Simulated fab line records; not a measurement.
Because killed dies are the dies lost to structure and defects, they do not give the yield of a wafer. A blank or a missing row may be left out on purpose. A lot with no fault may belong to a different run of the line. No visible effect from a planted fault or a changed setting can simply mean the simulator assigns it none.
Matching of chambers / flow nandHarc / NHARC_P_M0_PRE_CLEAN_31 on pecvd-02: 3 sister chambers
The step time 12 s. 3 wafers are shown with their chamber, then 7 later ones without.

EACH WAFER AND ITS CHAMBER
wafer=L085.2; chamber=2; heaterPowerW (W)=696
wafer=L092.1; chamber=0; heaterPowerW (W)=617
wafer=L092.2; chamber=1; heaterPowerW (W)=680

WAFERS WHOSE CHAMBER IS MISSING
wafer=L092.6; heaterPowerW (W)=697
wafer=L093.1; heaterPowerW (W)=682
wafer=L093.2; heaterPowerW (W)=660
wafer=L093.6; heaterPowerW (W)=695
wafer=L097.1; heaterPowerW (W)=693
wafer=L097.2; heaterPowerW (W)=651
wafer=L097.6; heaterPowerW (W)=694

THE CHAMBER EACH PASSED THROUGH
wafer=L092.6; from the rows above=can't be placed: 2 or 1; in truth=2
wafer=L093.1; from the rows above=can't be placed: 1 or 2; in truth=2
wafer=L093.2; from the rows above=can't be placed: 1 or 2 or 0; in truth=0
wafer=L093.6; from the rows above=can't be placed: 2 or 1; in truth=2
wafer=L097.1; from the rows above=can't be placed: 2 or 1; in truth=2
wafer=L097.2; from the rows above=can't be placed: 1 or 0 or 2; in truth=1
wafer=L097.6; from the rows above=can't be placed: 2 or 1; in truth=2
Correctly placed: 0 of 7. From these rows, 7 cannot be placed; in 7 the true chamber is one of the candidates. Wrongly placed: 0.
How it was worked out, from the rows above alone: a wafer's distance from a chamber is the root of the sum, over the readings, of the square of ((its reading less the chamber's mean) divided by the reading's scatter). If the next closest chamber is less than 2 further off than the closest, the wafer can't be placed; otherwise it belongs to the closest. Each chamber's mean is taken over the wafers shown for it. The scatter (one wafer shown for each chamber): square how far every hidden wafer sits from the nearest shown wafer, average those squares and take the square root.
